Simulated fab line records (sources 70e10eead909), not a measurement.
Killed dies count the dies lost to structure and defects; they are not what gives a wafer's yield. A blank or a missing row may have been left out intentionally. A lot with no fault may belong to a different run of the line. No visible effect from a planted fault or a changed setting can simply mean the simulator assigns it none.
fab line records + flow nand-harc
record:
- lots: 12
- wafers: 36
- last-day: 33
route steps=1302 shown A_M1@1201 A_BONDPAD@1218 END@1302
lots with no fault: from the same line, run without faults
start-h: the number of hours between the record's first day and the start of the first shown wafer of the lot + wait-h: hours since the lot's step before + " same as the row above + L1.1+2: several wafers, shown together as one row + - either no value or no given start + * or withheld: withheld + < > ~ a bound
route shown NAME@n: names a module that has steps shown in the file, with the first one's number in the route + usual: mean/standard deviation taken from wafers without a fault + same: alike in all rows + chamber/n: place in a boat + sites: each site's reading + _std_site: standard deviation across them + _edge_site: inner sites' mean taken away from outer sites' mean + radius-mm: for every site, how far away it sits from the centre of the wafer + mask NAME#n: copy n + behind: the most recent tool/chamber to have shaped the wafer + hold: what put the lot on hold/how long, in hours/how the hold closed + device: names the non-switching transistor (n, p or np) + end of line: the same wafers' tests at the end of the route + a step without rows: its recipe alone + killed: dies lost to structure and defects at the first sort, not the wafer's yield + map: the dies of a wafer, with x for killed, . for not killed, _ for no die there
set.NAME: the setting that was run; set.NAME@STEP: the one run at that earlier step + model.NAME: the simulator's own value behind a step, which no gauge read
steps of the route over a sample of lots; a table a step, a row a wafer
services: the hour from which a tool's chamber was out of use, counted from the record's first day as start-h (under 0 if before that day), plus the number of hours and why
== steps ==
step: NHARC_A_M1_DEP_33
recipe:
- target-thk-a: 300
- temp-c: 370
- target-thk-nm: 30
- pressure-torr: 3
- flow-sccm: 200
- rf-w: 450
- material: SiCN
usual:
- heater-power-w: 617/62
- susceptor-temp-C: 370.00/0.21
| lot.wafer | tool     | chamber | start-h | wait-h | heater-power-w | susceptor-temp-C |
|-----------|----------|---------|---------|--------|----------------|------------------|
| L186.1    | pecvd-04 | 1       | 525.61  | 0.1    | 591            | 369.96           |
| L186.3    | "        | 2       | "       | "      | 636            | 369.86           |
| L186.5    | "        | 1       | "       | "      | 613            | 369.72           |
| L187.3    | pecvd-01 | 1       | 545.40  | 0.1    | 492            | 369.91           |
| L187.5    | "        | 0       | "       | "      | 561            | 369.80           |
| L187.4    | "        | 1       | "       | "      | 509            | 369.87           |
| L188.2    | pecvd-02 | 2       | 549.23  | 0.1    | 666            | 369.57           |
| L188.3    | "        | 0       | "       | "      | 557            | 369.93           |
| L188.6    | "        | 0       | "       | "      | 540            | 369.55           |
| L190.2    | pecvd-02 | 1       | 561.11  | 0.1    | 573            | 369.72           |
| L190.4    | "        | 2       | "       | "      | 677            | 370.32           |
| L190.6    | "        | 1       | "       | "      | 595            | 369.68           |
| L197.2    | pecvd-02 | 2       | 659.91  | 0.1    | 702            | 369.84           |
| L197.1    | "        | 0       | "       | "      | 578            | 369.89           |
| L197.5    | "        | 2       | "       | "      | 714            | 370.01           |
| L200.1    | pecvd-01 | 0       | 669.11  | 0.1    | 478            | 369.97           |
| L200.2    | "        | 1       | "       | "      | 484            | 370.13           |
| L200.6    | "        | 1       | "       | "      | 496            | 370.02           |
| L199.3    | pecvd-02 | 0       | 672.82  | 0.1    | 551            | 369.80           |
| L199.6    | "        | 0       | "       | "      | 556            | 369.95           |
| L199.4    | "        | 1       | "       | "      | 692            | 369.99           |
| L204.2    | pecvd-02 | 2       | 709.20  | 0.1    | 639            | 369.95           |
| L204.3    | "        | 0       | "       | "      | 577            | 369.77           |
| L204.6    | "        | 2       | "       | "      | 632            | 369.94           |
| L206.3    | pecvd-02 | 1       | 729.95  | 0.1    | 568            | 370.01           |
| L206.6    | "        | 0       | "       | "      | 572            | 369.86           |
| L206.4    | "        | 1       | "       | "      | 571            | 369.93           |
| L207.2    | pecvd-02 | 0       | 743.79  | 0.1    | 582            | 370.07           |
| L207.4    | "        | 2       | "       | "      | 668            | 369.92           |
| L207.6    | "        | 1       | "       | "      | 646            | 369.86           |
| L208.3    | pecvd-01 | 0       | 747.67  | 0.1    | 483            | 370.35           |
| L208.4    | "        | 2       | "       | "      | 637            | 370.04           |
| L208.6    | "        | 1       | "       | "      | 564            | 370.34           |
| L209.3    | pecvd-04 | 0       | 750.76  | 0.1    | 605            | 369.93           |
| L209.2    | "        | 2       | "       | "      | 624            | 369.64           |
| L209.5    | "        | 1       | "       | "      | 597            | 370.17           |
step: NHARC_A_BONDPAD_DESCUM_11
recipe:
- time-s: 3
- o2-flow-sccm: 200
- ar-flow-sccm: 0
- bias-power-w: 0
- chemistry: O2
usual:
- drypump-motor-current-A: 5.6/0.58
- oes-product-au: 0.998/0.0066
- rf-vpp-V: 57.9/0.89
- showerhead-plenum-p-Torr: 1.91/0.092
- throttle-valve-pct: 11.312/0.0088
| lot.wafer | tool        | chamber | start-h | wait-h | drypump-motor-current-A | oes-product-au | rf-hours-counter-h | rf-vpp-V | showerhead-plenum-p-Torr | throttle-valve-pct |
|-----------|-------------|---------|---------|--------|-------------------------|----------------|--------------------|----------|--------------------------|--------------------|
| L186.1    | rie-diel-04 | 2       | 527.54  | -      | 6.5                     | 0.999          | 5                  | 57.7     | 2.05                     | 11.300             |
| L186.3    | "           | 3       | "       | "      | 5.6                     | 1.000          | 5                  | 58.1     | 1.89                     | 11.302             |
| L186.5    | "           | 1       | "       | "      | 5.1                     | 0.991          | -                  | 57.7     | 1.81                     | 11.322             |
| L187.4    | rie-diel-13 | 2       | 547.37  | -      | 5.3                     | 0.987          | 10                 | 57.2     | 1.86                     | 11.303             |
| L187.3    | "           | 3       | "       | "      | 5.3                     | 0.983          | 9                  | 56.9     | 1.82                     | 11.308             |
| L187.5    | "           | 2       | "       | "      | 5.3                     | 0.999          | -                  | 57.2     | 1.86                     | 11.316             |
| L188.2    | rie-diel-03 | 1       | 551.18  | -      | 5.4                     | 1.006          | 13                 | 58.9     | 2.00                     | 11.326             |
| L188.3    | "           | 2       | "       | "      | 6.3                     | 1.010          | 13                 | 57.9     | 1.92                     | 11.314             |
| L188.6    | "           | 2       | "       | "      | 6.2                     | 1.015          | -                  | 59.3     | 1.92                     | 11.321             |
| L190.2    | rie-diel-13 | 3       | 562.88  | -      | 5.2                     | 0.989          | 16                 | 59.3     | 1.82                     | 11.306             |
| L190.4    | "           | 0       | "       | "      | 6.4                     | 1.005          | 13                 | 58.4     | 1.84                     | 11.314             |
| L190.6    | "           | 3       | "       | "      | 5.2                     | 0.986          | -                  | 59.3     | 1.82                     | 11.317             |
| L197.1    | rie-diel-04 | 0       | 661.81  | -      | 4.9                     | 0.993          | 3                  | 59.4     | 1.97                     | 11.317             |
| L197.2    | "           | 2       | "       | "      | 6.5                     | 1.001          | 3                  | 58.4     | 2.05                     | 11.309             |
| L197.5    | "           | 0       | "       | "      | 4.9                     | 0.989          | -                  | 58.0     | 1.97                     | 11.317             |
| L200.2    | rie-diel-04 | 0       | 670.93  | -      | 4.9                     | 0.994          | 3                  | 57.6     | 1.97                     | 11.328             |
| L200.1    | "           | 1       | "       | "      | 5.1                     | 0.998          | 3                  | 57.0     | 1.81                     | 11.326             |
| L200.6    | "           | 0       | "       | "      | 4.9                     | 0.999          | -                  | 57.3     | 1.97                     | 11.330             |
| L199.3    | rie-diel-13 | 3       | 674.69  | -      | 5.3                     | 0.993          | 53                 | 58.1     | 1.81                     | 11.312             |
| L199.4    | "           | 2       | "       | "      | 5.2                     | 0.997          | -                  | 57.1     | 1.84                     | 11.305             |
| L199.6    | "           | 3       | "       | "      | 5.2                     | 0.985          | -                  | 56.5     | 1.81                     | 11.320             |
| L204.2    | rie-diel-03 | 3       | 711.14  | -      | 5.9                     | 1.009          | 13                 | 57.5     | 1.83                     | 11.302             |
| L204.3    | "           | 2       | "       | "      | 6.2                     | 0.995          | 14                 | 57.1     | 1.91                     | 11.314             |
| L204.6    | "           | 2       | "       | "      | 6.3                     | 1.009          | -                  | 58.5     | 1.91                     | 11.313             |
| L206.3    | rie-diel-04 | 1       | 731.78  | -      | 5.0                     | 0.989          | 0                  | 56.6     | 1.81                     | 11.322             |
| L206.4    | "           | 0       | "       | "      | 4.9                     | 0.998          | 0                  | 58.6     | 1.97                     | 11.314             |
| L206.6    | "           | 2       | "       | "      | 6.5                     | 1.009          | -                  | 58.2     | 2.05                     | 11.319             |
| L207.2    | rie-diel-03 | 3       | 745.63  | -      | 5.9                     | 0.992          | 16                 | 57.2     | 1.83                     | 11.314             |
| L207.4    | "           | 0       | "       | "      | 5.3                     | 0.993          | 20                 | 57.0     | 2.07                     | 11.325             |
| L207.6    | "           | 3       | "       | "      | 5.9                     | 0.995          | -                  | 57.1     | 1.83                     | 11.334             |
| L208.3    | rie-diel-04 | 2       | 749.49  | -      | 6.5                     | 1.009          | 0                  | 59.0     | 2.05                     | 11.311             |
| L208.4    | "           | 3       | "       | "      | 5.6                     | 1.003          | 0                  | 57.0     | 1.89                     | 11.315             |
| L208.6    | "           | 2       | "       | "      | 6.5                     | 1.004          | -                  | 57.4     | 2.05                     | 11.310             |
| L209.3    | rie-diel-04 | 1       | 752.63  | -      | 5.1                     | 0.996          | 0                  | 56.9     | 1.81                     | 11.320             |
| L209.2    | "           | 3       | "       | "      | 5.6                     | 1.000          | 1                  | 58.2     | 1.89                     | 11.305             |
| L209.5    | "           | 1       | "       | "      | 5.1                     | 1.000          | -                  | 56.8     | 1.81                     | 11.319             |
step: NHARC_A_BONDPAD_ETCH_34
recipe:
- target-depth-a: 600
- overetch-a: 180
- time-s: 65.91
- ion-energy-ev: 200
- n2-flow-sccm: 150
- h2-flow-sccm: 150
- ar-flow-sccm: 0
- rf-w: 400
- bias-w: 150
- chemistry: N2/H2
usual:
- bias-w: 150.0/0.44
- drypump-motor-current-A: 5.6/0.58
- oes-product-au: 0.999/0.0071
- rf-vpp-V: 430.4/2.9
- showerhead-plenum-p-Torr: 2.04/0.099
- throttle-valve-pct: 14.171/0.0084
| lot.wafer | tool        | chamber | start-h | wait-h | bias-w | drypump-motor-current-A | oes-product-au | rf-hours-counter-h | rf-vpp-V | showerhead-plenum-p-Torr | throttle-valve-pct |
|-----------|-------------|---------|---------|--------|--------|-------------------------|----------------|--------------------|----------|--------------------------|--------------------|
| L186.3    | rie-diel-04 | 2       | 527.63  | 0.1    | 149.5  | 6.5                     | 1.005          | 5                  | 434.3    | 2.19                     | 14.188             |
| L186.1    | "           | 3       | "       | "      | 149.9  | 5.6                     | 0.989          | 5                  | 430.0    | 2.02                     | 14.181             |
| L186.5    | "           | 2       | "       | "      | 149.8  | 6.5                     | 1.015          | -                  | 435.5    | 2.19                     | 14.174             |
| L187.3    | rie-diel-13 | 1       | 547.47  | 0.1    | 149.8  | 5.3                     | 0.996          | 9                  | 433.6    | 2.16                     | 14.172             |
| L187.4    | "           | 2       | "       | "      | 149.7  | 5.2                     | 0.997          | 10                 | 428.4    | 1.98                     | 14.195             |
| L187.5    | "           | 0       | "       | "      | 150.1  | 6.4                     | 1.002          | -                  | 428.7    | 1.96                     | 14.166             |
| L188.3    | rie-diel-03 | 3       | 551.27  | 0.1    | 149.2  | 5.9                     | 1.003          | 12                 | 428.1    | 1.96                     | 14.171             |
| L188.2    | "           | 1       | "       | "      | 150.1  | 5.4                     | 1.003          | 13                 | 433.5    | 2.13                     | 14.167             |
| L188.6    | "           | 3       | "       | "      | 149.9  | 5.9                     | 1.004          | -                  | 427.1    | 1.96                     | 14.170             |
| L190.2    | rie-diel-13 | 1       | 562.97  | 0.1    | 149.8  | 5.3                     | 0.992          | 14                 | 433.9    | 2.15                     | 14.161             |
| L190.4    | "           | 3       | "       | "      | 149.9  | 5.3                     | 0.999          | 16                 | 428.7    | 1.94                     | 14.167             |
| L190.6    | "           | 1       | "       | "      | 149.6  | 5.3                     | 0.995          | -                  | 433.6    | 2.15                     | 14.160             |
| L197.2    | rie-diel-04 | 2       | 661.91  | 0.1    | 149.7  | 6.5                     | 0.999          | 3                  | 435.3    | 2.19                     | 14.160             |
| L197.1    | "           | 3       | "       | "      | 149.5  | 5.6                     | 1.002          | 3                  | 428.1    | 2.02                     | 14.181             |
| L197.5    | "           | 0       | "       | "      | 150.3  | 4.9                     | 0.993          | -                  | 431.7    | 2.10                     | 14.161             |
| L200.2    | rie-diel-04 | 0       | 671.02  | 0.1    | 150.5  | 4.9                     | 0.984          | 3                  | 432.7    | 2.10                     | 14.176             |
| L200.1    | "           | 2       | "       | "      | 149.8  | 6.5                     | 0.996          | 4                  | 435.2    | 2.19                     | 14.180             |
| L200.6    | "           | 0       | "       | "      | 150.1  | 4.9                     | 0.993          | -                  | 431.6    | 2.10                     | 14.153             |
| L199.3    | rie-diel-13 | 3       | 674.78  | 0.1    | 150.5  | 5.3                     | 0.991          | 53                 | 428.7    | 1.92                     | 14.180             |
| L199.6    | "           | 3       | "       | "      | 149.8  | 5.2                     | 0.990          | -                  | 427.1    | 1.92                     | 14.178             |
| L199.4    | "           | 2       | "       | "      | 150.2  | 5.2                     | 0.986          | -                  | 427.8    | 1.96                     | 14.171             |
| L204.3    | rie-diel-03 | 3       | 711.29  | 0.1    | 149.7  | 5.9                     | 1.020          | 13                 | 429.2    | 1.95                     | 14.175             |
| L204.2    | "           | 1       | "       | "      | 149.8  | 5.4                     | 1.002          | 11                 | 433.4    | 2.12                     | 14.185             |
| L204.6    | "           | 2       | "       | "      | 150.0  | 6.2                     | 1.013          | -                  | 431.7    | 2.04                     | 14.167             |
| L206.3    | rie-diel-04 | 0       | 731.87  | 0.1    | 150.4  | 4.9                     | 1.008          | 0                  | 432.6    | 2.10                     | 14.157             |
| L206.4    | "           | 3       | "       | "      | 149.7  | 5.6                     | 0.996          | 0                  | 429.7    | 2.02                     | 14.175             |
| L206.6    | "           | 1       | "       | "      | 151.1  | 5.1                     | 0.993          | -                  | 425.8    | 1.92                     | 14.168             |
| L207.2    | rie-diel-03 | 3       | 745.71  | 0.1    | 150.4  | 5.9                     | 1.011          | 16                 | 427.8    | 1.95                     | 14.176             |
| L207.4    | "           | 0       | "       | "      | 149.4  | 5.3                     | 1.000          | 20                 | 434.8    | 2.21                     | 14.172             |
| L207.6    | "           | 3       | "       | "      | 150.1  | 5.9                     | 1.009          | -                  | 428.3    | 1.95                     | 14.167             |
| L208.4    | rie-diel-04 | 2       | 749.58  | 0.1    | 149.7  | 6.5                     | 0.998          | 0                  | 433.4    | 2.19                     | 14.179             |
| L208.3    | "           | 0       | "       | "      | 150.8  | 4.9                     | 0.998          | 0                  | 433.0    | 2.10                     | 14.155             |
| L208.6    | "           | 2       | "       | "      | 149.4  | 6.5                     | 0.990          | -                  | 434.8    | 2.19                     | 14.174             |
| L209.2    | rie-diel-04 | 1       | 752.72  | 0.1    | 150.5  | 5.1                     | 0.998          | 1                  | 427.8    | 1.92                     | 14.187             |
| L209.3    | "           | 2       | "       | "      | 150.1  | 6.5                     | 0.999          | 1                  | 435.4    | 2.19                     | 14.167             |
| L209.5    | "           | 1       | "       | "      | 150.2  | 5.1                     | 0.997          | -                  | 426.0    | 1.92                     | 14.170             |
step: NHARC_A_BONDPAD_PVD_17
recipe:
- target-thk-a: 50
- bias-v: 168.6
- power-w: 15000
- chamber-pressure-pa: 0.12
- time-s: 8.06
- substrate-temp-c: 50
- material: TaN
usual:
- throttle-valve-pct: 30.2/1.4
- time-s: 8.06/0
| lot.wafer | tool           | chamber | start-h | wait-h | throttle-valve-pct | time-s |
|-----------|----------------|---------|---------|--------|--------------------|--------|
| L186.3    | pvd-sputter-02 | -       | 528.72  | -      | 31.1               | 8.06   |
| L186.1    | "              | -       | "       | "      | 32.2               | 8.06   |
| L186.5    | "              | -       | "       | "      | 31.2               | 8.06   |
| L187.4    | pvd-sputter-01 | -       | 548.43  | -      | 32.1               | 8.06   |
| L187.3    | "              | -       | "       | "      | 30.6               | 8.06   |
| L187.5    | "              | -       | "       | "      | 32.5               | 8.06   |
| L188.3    | pvd-sputter-03 | -       | 552.25  | -      | 28.5               | 8.06   |
| L188.2    | "              | -       | "       | "      | 30.6               | 8.06   |
| L188.6    | "              | -       | "       | "      | 29.5               | 8.06   |
| L190.2    | pvd-sputter-01 | -       | 563.95  | -      | 30.8               | 8.06   |
| L190.4    | "              | -       | "       | "      | 32.3               | 8.06   |
| L190.6    | "              | -       | "       | "      | 29.2               | 8.06   |
| L197.2    | pvd-sputter-02 | -       | 662.89  | -      | 30.1               | 6.3049 |
| L197.1    | "              | -       | "       | "      | 31.5               | 8.06   |
| L197.5    | "              | -       | "       | "      | 31.8               | 8.06   |
| L200.2    | pvd-sputter-02 | -       | 672.03  | -      | 31.9               | 6.3049 |
| L200.1    | "              | -       | "       | "      | 31.6               | 8.06   |
| L200.6    | "              | -       | "       | "      | 28.8               | 6.3049 |
| L199.4    | pvd-sputter-03 | -       | 675.81  | -      | 29.1               | 8.06   |
| L199.3    | "              | -       | "       | "      | 30.6               | 8.06   |
| L199.6    | "              | -       | "       | "      | 29.7               | 8.06   |
| L204.3    | pvd-sputter-01 | -       | 712.25  | -      | 32.6               | 8.06   |
| L204.2    | "              | -       | "       | "      | 29.0               | 8.06   |
| L204.6    | "              | -       | "       | "      | 32.7               | 8.06   |
| L206.4    | pvd-sputter-01 | -       | 732.91  | -      | 32.6               | 8.06   |
| L206.3    | "              | -       | "       | "      | 29.3               | 8.06   |
| L206.6    | "              | -       | "       | "      | 30.9               | 8.06   |
| L207.2    | pvd-sputter-03 | -       | 746.70  | -      | 29.7               | 8.06   |
| L207.4    | "              | -       | "       | "      | 28.9               | 8.06   |
| L207.6    | "              | -       | "       | "      | 29.1               | 8.06   |
| L208.3    | pvd-sputter-02 | -       | 750.54  | -      | 28.7               | 8.06   |
| L208.4    | "              | -       | "       | "      | 31.9               | 8.06   |
| L208.6    | "              | -       | "       | "      | 28.6               | 8.06   |
| L209.2    | pvd-sputter-01 | -       | 753.69  | -      | 31.2               | 8.06   |
| L209.3    | "              | -       | "       | "      | 32.8               | 8.06   |
| L209.5    | "              | -       | "       | "      | 31.1               | 8.06   |
step: NHARC_END_SORT_01
recipe:
- temp-c: 25
usual:
- defect-limited-yield: 91/3.4
- killed-at-array: 57/24
- killed-at-other: 0.7/0.94
- killed-at-periphery: 3.8/2.5
- killed-dies: 62/23
- killed-open: 3.1/1.8
- killed-short: 2.5/1.6
same:
- gross-dies: 677
| lot.wafer | tool      | chamber | start-h | wait-h | defect-limited-yield[%] | killed-at-array | killed-at-other | killed-at-periphery | killed-dies | killed-open | killed-short |
|-----------|-----------|---------|---------|--------|-------------------------|-----------------|-----------------|---------------------|-------------|-------------|--------------|
| L200.1    | prober-02 | 0       | 704.52  | 2.5    | 86                      | 84              | 0               | 8                   | 92          | 4           | 4            |
| L200.2    | prober-02 | 0       | 705.33  | 2.8    | 86                      | 86              | 0               | 6                   | 92          | 3           | 5            |
| L200.6    | prober-02 | 0       | 708.57  | 4.0    | 89                      | 69              | 0               | 3                   | 72          | 6           | 3            |
| L199.3    | prober-01 | 0       | 706.15  | 3.1    | 95                      | 27              | 1               | 6                   | 34          | 4           | 2            |
| L199.4    | prober-01 | 0       | 706.95  | 3.4    | 95                      | 31              | 0               | 5                   | 36          | 3           | 1            |
| L199.6    | prober-01 | 0       | 708.56  | 4.0    | 96                      | 23              | 2               | 4                   | 29          | 9           | 0            |
killed by level:class
L200.1 A_CHANNEL_HOLE_D2:chamber-film-flake=29 A_SLIT:chamber-film-flake=28 A_CHANNEL_HOLE_D1:chamber-film-flake=10 P_M2:chamber-film-flake=5 A_CONTACT:chamber-film-flake=5 A_CHANNEL_FILL_D2:chamber-film-flake=3 A_WL_FILL:geometric-particle:short=2 P_BONDPAD:chamber-film-flake=2
L200.2 A_SLIT:chamber-film-flake=37 A_CHANNEL_HOLE_D2:chamber-film-flake=21 A_CONTACT:chamber-film-flake=10 A_CHANNEL_HOLE_D1:chamber-film-flake=6 A_WL_FILL:geometric-particle:short=2 P_GATE:chamber-film-flake=2 P_BONDPAD:chamber-film-flake=2 A_SGD_CUT:chamber-film-flake=2
L199.3 A_CHANNEL_HOLE_D1:chamber-film-flake=10 P_GATE:chamber-film-flake=3 A_SLIT:chamber-film-flake=3 P_M2:chamber-film-flake=2 A_ZERO_WELL:chamber-film-flake=2 A_M0:chamber-film-flake=2 A_ONON_D1:geometric-particle:open=1 A_CHANNEL_FILL_D1:geometric-particle:open=1
L199.4 A_CHANNEL_HOLE_D1:chamber-film-flake=10 A_SLIT:chamber-film-flake=5 A_STAIRCASE:chamber-film-flake=4 A_CONTACT:chamber-film-flake=4 P_M2:chamber-film-flake=3 P_GATE:chamber-film-flake=2 A_SOURCE_PLATE:geometric-particle:open=1 A_CHANNEL_FILL_D1:geometric-particle:open=1
L199.6 A_CHANNEL_HOLE_D1:chamber-film-flake=8 A_M1:geometric-particle:open=2 A_STAIRCASE:chamber-film-flake=2 A_SLIT:chamber-film-flake=2 THIN_TSV:chamber-film-flake=2 P_CONTACT:geometric-particle:open=1 P_M0:geometric-particle:open=1 A_ONON_D1:geometric-particle:open=1
L200.6 A_SLIT:chamber-film-flake=19 A_CHANNEL_HOLE_D2:chamber-film-flake=18 A_CHANNEL_HOLE_D1:chamber-film-flake=12 A_STAIRCASE:chamber-film-flake=4 A_CONTACT:chamber-film-flake=4 A_M0:geometric-particle:open=3 A_ONON_D1:geometric-particle:short=1 A_CHANNEL_FILL_D1:geometric-particle:open=1
== services ==
| tool           | chamber | start-h | hours | kind   |
|----------------|---------|---------|-------|--------|
| rie-diel-04    | 2       | 507.63  | 9.1   | repair |
| pvd-sputter-02 | -       | 510.99  | 2.9   | repair |
| rie-diel-04    | 1       | 513.80  | 6.0   | repair |
| rie-diel-13    | -       | 520.02  | 9.0   | pm     |
| rie-diel-04    | 0       | 523.55  | 6.1   | repair |
| pecvd-02       | 2       | 523.95  | 18.8  | repair |
| pvd-sputter-03 | -       | 526.00  | 10.0  | pm     |
| rie-diel-04    | -       | 531.95  | 9.0   | pm     |
| pvd-sputter-02 | -       | 550.72  | 7.4   | repair |
| rie-diel-03    | 2       | 570.50  | 5.3   | repair |
| rie-diel-03    | 1       | 580.94  | 8.3   | repair |
| pvd-sputter-01 | -       | 582.28  | 10.0  | pm     |
| pecvd-02       | -       | 589.44  | 13.0  | pm     |
| rie-diel-03    | -       | 635.43  | 9.0   | pm     |
| pvd-sputter-02 | -       | 638.02  | 10.0  | pm     |
| rie-diel-04    | 1       | 644.05  | 14.2  | repair |
| pvd-sputter-02 | -       | 652.07  | 4.9   | repair |
| rie-diel-13    | 0       | 652.35  | 1.4   | repair |
| rie-diel-13    | 1       | 674.59  | 5.0   | repair |
| rie-diel-03    | 1       | 695.26  | 15.9  | repair |
| rie-diel-13    | -       | 697.02  | 9.0   | pm     |
| rie-diel-04    | -       | 708.95  | 9.0   | pm     |
| rie-diel-03    | 3       | 722.19  | 18.0  | repair |
| rie-diel-13    | 2       | 735.85  | 6.5   | repair |
== key ==
first-sign:
- step: NHARC_A_BONDPAD_PVD_17
- reading: time-s
- direction: down
- sigmas: 99+
- usual: *
- struck: *
effect none on later readings
met-at NHARC_A_BONDPAD_PVD_17
struck-lots L197,L200
struck-wafers L197.2,L200.2,L200.6
not-acting-at NHARC_A_M1_DEP_33,NHARC_A_BONDPAD_DESCUM_11,NHARC_A_BONDPAD_ETCH_34
onset-between 528.72 662.89
fault:
- kind: process-parameter-drift
- tool: pvd-sputter-02
- chamber: -
- onset-h: 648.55
- steps: NHARC_A_BONDPAD_PVD_17
- channel: time-s
- offset: *
- shape: step
- end-h: 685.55
- scope: struck-wafers-only
- acts-in: *
- stated: *
